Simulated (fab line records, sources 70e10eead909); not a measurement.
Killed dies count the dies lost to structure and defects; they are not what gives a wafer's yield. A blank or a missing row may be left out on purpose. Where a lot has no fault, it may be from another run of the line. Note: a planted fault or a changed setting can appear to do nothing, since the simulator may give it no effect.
Struck lot and sound lot, side by side || flow nandHarc || 13 steps out of a route of 1159
Sound: the wafers L530.1, L530.4, L530.6. Wafers L537.2, L537.4, L537.6 were the ones struck. Last of all comes the cause.
Order at every step that has rows: each side's tool, ch and its chambers, its first start. Under that, the readings that differ: sound wafers || struck wafers || difference of the means || sigmas: that difference in standard deviations of wafers without a fault.
alike: a reading whose means differ by less than 2 such deviations, as well as words and numbers matching on both sides. not compared: withheld readings; readings where some wafer has no value; bounds like >300 that might hide an equal value; numbers whose values overlap and for which the record gives no deviation.
Wherever a step has rows on one side only, a row that says differs or no value, or a row with sigmas, the two part there. When numbers do not overlap yet have no deviation, they are printed without sigmas and do not part them. A reading missing from all wafers of one side parts the sides only when that side holds two or more wafers.

NHARC_A_BONDPAD_DEP_00: deposits SiCN, target thk 250 nm.
  sound on pecvd-02 ch 0,1, day 20 21:05; struck on pecvd-02 ch 0,1,2, day 22 06:17
  alike: heaterPowerW
NHARC_A_BONDPAD_CMP_29: polishes SiCN, target thk 200 nm.
  sound on cmp-04 ch 0,1,2, day 20 21:27; struck on cmp-04 ch 1,2,3, day 22 06:39
  alike: motorCurrentA
NHARC_A_BONDPAD_THK_MEAS_30: measures by ellipsometry.
  sound on filmMetro-01, day 20 21:39; struck on filmMetro-01, day 22 06:51
  alike: thkNm
then, 9 steps without rows for these wafers: NHARC_A_BONDPAD_SRD_31; NHARC_A_BONDPAD_DEHYDRATE_01 (time 120 s); NHARC_A_BONDPAD_HMDS_02 (time 30 s); NHARC_A_BONDPAD_COAT_33 (time 65 s); NHARC_A_BONDPAD_COAT_03 (resist thk 600 nm); NHARC_A_BONDPAD_SOFTBAKE_04 (time 70 s); NHARC_A_BONDPAD_EBR_05; NHARC_A_BONDPAD_EXPOSE_06 (exposes mask A BPAD); NHARC_A_BONDPAD_PEB_07 (peb time 80 s).
NHARC_A_BONDPAD_DEVELOP_08: time 50 s.
  sound on lithoTrack-02 ch 0, day 20 22:00; struck on lithoTrack-02, day 22 07:00
  no value came back on the struck wafers for chillPlateTempC (C), developerTempC (C); on the sound wafers chillPlateTempC (C) reads 22.93 23.11 23.11

WHERE THEY PART
At NHARC_A_BONDPAD_DEVELOP_08 and nowhere else, as far as this record goes.

WHY: whatever the simulator had introduced
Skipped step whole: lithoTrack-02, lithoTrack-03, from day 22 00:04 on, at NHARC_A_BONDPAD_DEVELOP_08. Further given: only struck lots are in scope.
